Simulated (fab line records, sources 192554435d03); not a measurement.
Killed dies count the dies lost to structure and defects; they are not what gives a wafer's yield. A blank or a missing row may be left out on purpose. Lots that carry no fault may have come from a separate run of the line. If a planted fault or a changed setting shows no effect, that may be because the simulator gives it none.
Chamber matching | flow n5_finfet | rie_diel-03 running N5_BEOL_M15_DESCUM_15: 4 sister chambers
The step chemistry O2, time 7.9 s. 8 wafers are shown with their chamber, then 10 later ones without.

== WAFERS, EACH WITH ITS CHAMBER ==
wafer  | chamber | showerhead_plenum_p_Torr (Torr) | drypump_motor_current_A (A)
L080.1 | 2       | 2.00                            | 5.3
L083.1 | 1       | 2.17                            | 5.9
L083.2 | 0       | 2.04                            | 6.6
L083.3 | 2       | 2.00                            | 5.3
L083.5 | 3       | 2.04                            | 5.4
L083.6 | 0       | 2.04                            | 6.7
L087.3 | 1       | 2.16                            | 6.0
L087.4 | 3       | 2.04                            | 5.3

== WAFERS MISSING THEIR CHAMBER ==
wafer  | showerhead_plenum_p_Torr (Torr) | drypump_motor_current_A (A)
L087.6 | 2.00                            | 5.3
L091.1 | 2.00                            | 5.3
L091.3 | 2.03                            | 6.7
L091.6 | 2.03                            | 6.7
L096.1 | 2.03                            | 6.7
L096.2 | 2.16                            | 5.9
L096.3 | 1.99                            | 5.3
L096.4 | 2.04                            | 5.3
L096.5 | 1.99                            | 5.3
L096.6 | 2.16                            | 6.0

== WHICH CHAMBER EACH WENT THROUGH ==
wafer  | from the rows above | in truth
L087.6 | 2                   | 2
L091.1 | 2                   | 2
L091.3 | 0                   | 0
L091.6 | 0                   | 0
L096.1 | 0                   | 0
L096.2 | 1                   | 1
L096.3 | 2                   | 2
L096.4 | 3                   | 3
L096.5 | 2                   | 2
L096.6 | 1                   | 1
Correctly placed: 10 of 10. Can't be placed from these rows: 0. Wrongly placed: 0.
How it was worked out, from the rows above alone: a wafer's distance from a chamber is the root of the sum, over the readings, of the square of ((its reading less the chamber's mean) divided by the reading's scatter). The wafer belongs to the nearest chamber; if the next one is less than 2 further off, it can't be placed. The mean given for a chamber averages the wafers shown for that chamber. The scatter: take each reading less its chamber's mean, square it, sum over the shown wafers, divide by the number of wafers less the number of chambers, and take the root.
